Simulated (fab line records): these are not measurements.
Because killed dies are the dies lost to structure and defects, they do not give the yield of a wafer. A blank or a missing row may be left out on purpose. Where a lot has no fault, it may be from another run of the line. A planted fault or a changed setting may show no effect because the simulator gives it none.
Chamber matching / flow nand harc / 4 sister chambers for NHARC_A_CONTACT_ETCH_90 on rie diel-02
The step etches the open film in CH3F/O2, target depth 40 nm, time 85.7 s. 4 wafers are shown with their chamber, then 7 later ones without.

## WAFERS, EACH WITH ITS CHAMBER
wafer=L499.1; chamber=2; drypump motor current A (A)=5.4
wafer=L499.4; chamber=1; drypump motor current A (A)=5.4
wafer=L504.3; chamber=3; drypump motor current A (A)=5.7
wafer=L504.5; chamber=0; drypump motor current A (A)=4.7

## WAFERS WITH NO CHAMBER GIVEN
wafer=L504.6; drypump motor current A (A)=5.7
wafer=L501.4; drypump motor current A (A)=5.3
wafer=L501.5; drypump motor current A (A)=5.7
wafer=L501.6; drypump motor current A (A)=4.7
wafer=L513.1; drypump motor current A (A)=4.7
wafer=L513.5; drypump motor current A (A)=4.7
wafer=L513.6; drypump motor current A (A)=5.7

## WHICH CHAMBER EACH ONE RAN IN
wafer=L504.6; from the rows above=3; in truth=3
wafer=L501.4; from the rows above=can't be placed: 1 or 2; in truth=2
wafer=L501.5; from the rows above=3; in truth=3
wafer=L501.6; from the rows above=0; in truth=0
wafer=L513.1; from the rows above=0; in truth=0
wafer=L513.5; from the rows above=0; in truth=0
wafer=L513.6; from the rows above=3; in truth=3
Placed correctly: 6 of 7. Unplaceable from these rows: 1, with the true chamber sitting among the candidates in 1. Placed wrongly: 0.
How it was worked out, from the rows above alone: a wafer's distance from a chamber is the root of the sum, over the readings, of the square of ((its reading less the chamber's mean) divided by the reading's scatter). If the next closest chamber is less than 2 further off than the closest, the wafer can't be placed; otherwise it belongs to the closest. Each chamber's mean is taken over the wafers shown for it. The scatter (one wafer shown for each chamber): square how far every hidden wafer sits from the nearest shown wafer, average those squares and take the square root.
